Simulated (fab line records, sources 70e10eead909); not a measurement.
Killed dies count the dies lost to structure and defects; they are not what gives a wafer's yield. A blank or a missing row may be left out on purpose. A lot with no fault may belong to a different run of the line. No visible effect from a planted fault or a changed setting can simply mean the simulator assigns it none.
Which tool did it? -- flow nandHarc -- Sampling: 12 lots, 36 wafers, 5 of 1302 route steps

WHAT THE GAUGES READ, wafer by wafer
NHARC_A_BLC_CD_MEAS_19. Usual: 99.9 nm for cdNm, sd 2.4.
lot,measured,on,cdNm (nm),flag
L345,day 22 22:44,cdSem-03,96.4 97.5 97.1,
L346,day 23 06:17,cdSem-02,104.6 96.1 102.4,
L344,day 23 06:30,cdSem-03,100.7 99.4 105.5,
L347,day 23 09:34,cdSem-01,99.9 101.2 101.1,
L349,day 24 07:13,cdSem-01,100.7 101.9 96.6,
L352,day 25 16:55,cdSem-03,99.6 103.0 99.7,
L351,day 25 20:52,cdSem-02,101.6 98.0 101.0,
L355,day 27 17:07,cdSem-03,102.0 97.3 99.0,
L354,day 27 20:53,cdSem-02,98.4 99.7 100.4,
L361,day 29 14:56,cdSem-01,99.2 99.9 99.0,
L358,day 29 15:40,cdSem-02,102.4 101.6 99.4,
L359,day 29 17:27,cdSem-02,100.0 97.8 101.1,

NHARC_END_SORT_01. Usual: killedAtArray 52, standard deviation 18; killedAtOther 0.6, standard deviation 1.1; killedAtPeriphery 3.7, standard deviation 2.4; killedDies 57, standard deviation 19; killedOpen 3.1, standard deviation 1.7; killedShort 2.5, standard deviation 1.7.
lot,measured,on,killedAtArray,killedAtOther,killedAtPeriphery,killedDies,killedOpen,killedShort,flag
L349,day 26 02:51,prober-02,25 28 21,0 2 3,3 0 1,28 30 25,2 2 1,3 2 0,
L352,day 27 12:50,prober-02,58 48 57,1 1 1,3 1 5,62 50 63,7 4 5,3 2 6,
L361,day 31 09:53,prober-01,63 64 73,0 0 0,2 4 4,65 68 77,4 2 2,3 0 0,

EACH LOT AND THE TOOL THAT RAN IT (in order: tool; ch and the chambers of the sampled wafers; start)
lot,NHARC_A_BLC_ETCH_16,NHARC_A_BLC_ETCH_17,NHARC_A_BLC_CVD_24
L345,"rieDiel-12 ch 0,2,3, day 22 21:52","rieDiel-12 ch 0,1, day 22 21:59","cvdW-01 ch 0,1, no start"
L346,"rieDiel-01 ch 0,2,3, day 23 05:24","rieDiel-01 ch 1,3, day 23 05:32","cvdW-01 ch 0, no start"
L344,"rieDiel-08 ch 0,1, day 23 05:37","rieDiel-08 ch 0,1,2, day 23 05:47","cvdW-02 ch 0,1, no start"
L347,"rieDiel-12 ch 2,3, day 23 08:31","rieDiel-12 ch 1,2,3, day 23 08:44","cvdW-01 ch 1, no start"
L349,"rieDiel-12 ch 0,1,2, day 24 06:15","rieDiel-12 ch 0,2,3, day 24 06:25","cvdW-01 ch 0,1, day 26 02:51 or earlier"
L352,"rieDiel-01 ch 0,2,3, day 25 16:02","rieDiel-01 ch 0,2, day 25 16:07","cvdW-02 ch 0,1, day 27 12:50 or earlier"
L351,"rieDiel-01 ch 0,1, day 25 19:58","rieDiel-01 ch 2,3, day 25 20:03","cvdW-02 ch 0,1, no start"
L355,"rieDiel-08 ch 0,1,2, day 27 16:13","rieDiel-08 ch 0,1,2, day 27 16:21","cvdW-01 ch 0,1, no start"
L354,"rieDiel-12 ch 0,2, day 27 19:59","rieDiel-12 ch 0,3, day 27 20:07","cvdW-02 ch 0, no start"
L361,"rieDiel-12 ch 1,2,3, day 29 14:03","rieDiel-12 ch 1,3, day 29 14:11","cvdW-01 ch 0,1, day 31 09:53 or earlier"
L358,"rieDiel-01 ch 0,1,2, day 29 14:47","rieDiel-01 ch 2,3, day 29 14:51","cvdW-02 ch 0, no start"
L359,"rieDiel-01 ch 0,1,2, day 29 16:34","rieDiel-01 ch 0,2,3, day 29 16:39","cvdW-01 ch 0,1, no start"
- NHARC_A_BLC_ETCH_16: etches the open film in CF4, target depth 39 nm, time 65 s.
- NHARC_A_BLC_ETCH_17: etches the open film in N2/H2, target depth 390 nm, time 609.38 s.
- NHARC_A_BLC_CVD_24: deposits W, target thk 150 nm, time 434 s.

AS READ BY THE TOOLS THEMSELVES (means over the sampled wafers that have a number; for cases with no such wafer, the mark the record gives instead)
NHARC_A_BLC_ETCH_16. Usual: drypumpMotorCurrentA 5.9 A, standard deviation 0.52; oesProductAu 1.001 a.u., standard deviation 0.0084; rfVppV 151.4 V, standard deviation 1.3; runLengthS 86.0 s, standard deviation 0.46; showerheadPlenumPTorr 1.78 Torr, standard deviation 0.068; throttleValvePct 13.284 %, standard deviation 0.0086.
lot,tool,drypumpMotorCurrentA (A),oesProductAu (a.u.),rfVppV (V),runLengthS (s),showerheadPlenumPTorr (Torr),throttleValvePct (%),flag
L345,rieDiel-12,5.7,1.000,152.6,86.4,1.86,13.272,
L346,rieDiel-01,6.1,1.004,151.7,86.3,1.76,13.283,
L344,rieDiel-08,5.4,0.997,151.6,86.2,1.80,13.282,
L347,rieDiel-12,5.2,0.990,153.4,86.5,1.89,13.289,
L349,rieDiel-12,6.1,1.006,151.3,86.0,1.79,13.292,
L352,rieDiel-01,6.1,1.000,151.0,85.8,1.76,13.288,
L351,rieDiel-01,5.9,0.997,151.4,85.6,1.74,13.281,
L355,rieDiel-08,5.3,0.996,153.2,86.1,1.80,13.288,
L354,rieDiel-12,6.3,1.010,152.4,86.3,1.85,13.282,
L361,rieDiel-12,5.6,1.002,151.7,86.1,1.81,13.288,
L358,rieDiel-01,6.1,1.008,150.8,85.6,1.76,13.283,
L359,rieDiel-01,6.1,1.000,150.3,85.4,1.76,13.292,

NHARC_A_BLC_ETCH_17. Usual: drypumpMotorCurrentA 5.9 A, standard deviation 0.49; oesProductAu 1.001 a.u., standard deviation 0.009; rfVppV 430.9 V, standard deviation 2.3; runLengthS 630.4 s, standard deviation 0.5; showerheadPlenumPTorr 2.05 Torr, standard deviation 0.085; throttleValvePct 14.171 %, standard deviation 0.0087.
lot,tool,drypumpMotorCurrentA (A),oesProductAu (a.u.),rfVppV (V),runLengthS (s),showerheadPlenumPTorr (Torr),throttleValvePct (%),flag
L345,rieDiel-12,6.1,1.000,431.0,630.8,2.03,14.170,
L346,rieDiel-01,5.8,0.995,429.7,630.5,1.99,14.174,
L344,rieDiel-08,5.3,1.011,432.0,630.7,2.09,14.167,
L347,rieDiel-12,5.7,1.004,431.7,630.5,2.10,14.175,
L349,rieDiel-12,5.7,1.000,433.2,631.1,2.15,14.173,
L352,rieDiel-01,6.3,0.999,429.9,629.9,2.04,14.169,
L351,rieDiel-01,6.1,1.006,431.0,630.5,2.05,14.172,
L355,rieDiel-08,5.3,0.992,430.8,631.0,2.08,14.174,
L354,rieDiel-12,5.1,1.001,433.6,631.0,2.15,14.174,
L361,rieDiel-12,5.5,1.003,429.9,630.5,2.02,14.171,
L358,rieDiel-01,6.1,1.006,430.7,614.4,2.05,14.173,OFF
L359,rieDiel-01,6.1,1.008,430.6,614.1,2.02,14.167,OFF

NHARC_A_BLC_CVD_24. Usual: heaterPowerW 439 W, standard deviation 24; mfcH2Sccm 1600 sccm, standard deviation 5.1; throttleValvePct 7.82 %, standard deviation 0.24.
lot,tool,heaterPowerW (W),mfcH2Sccm (sccm),throttleValvePct (%),flag
L345,cvdW-01,469,1602,7.64,
L346,cvdW-01,467,1590,7.47,
L344,cvdW-02,415,1597,8.19,
L347,cvdW-01,467,1601,7.66,
L349,cvdW-01,439,1600,7.77,
L352,cvdW-02,421,1598,8.12,
L351,cvdW-02,422,1603,7.97,
L355,cvdW-01,466,1603,7.70,
L354,cvdW-02,410,1596,8.00,
L361,cvdW-01,448,1602,7.84,
L358,cvdW-02,411,1597,7.92,
L359,cvdW-01,458,1606,7.61,

THE ANSWER, worked out from the rows above alone
Rule: a lot counts as off when the mean over its wafers that have a number is more than 3 standard deviations away from the usual mean. Also off: a lot with no number at a reading for which 4 or more lots have one. The other lots that the step has rows for count as sound. First the gauges in route order, then the tools' own readings, where a lot's mean is used as printed above. The first step at which some lot is off is used, and at that step the reading that is off furthest; a lot without a number counts as furthest.
Off: L358, L359, at NHARC_A_BLC_ETCH_17 (runLengthS).
If a tool, at that step or one of the process steps before it, ran each lot that is off and ran no sound lot following the first of them, it fits. One candidate fits, namely rieDiel-01 at NHARC_A_BLC_ETCH_16 and NHARC_A_BLC_ETCH_17. At NHARC_A_BLC_ETCH_16 its last sound lot is L351 (day 25 19:58), its first lot that is off L358 (day 29 14:47): a fault that began between those two fits.

WHAT THE SIMULATOR HAD PUT IN
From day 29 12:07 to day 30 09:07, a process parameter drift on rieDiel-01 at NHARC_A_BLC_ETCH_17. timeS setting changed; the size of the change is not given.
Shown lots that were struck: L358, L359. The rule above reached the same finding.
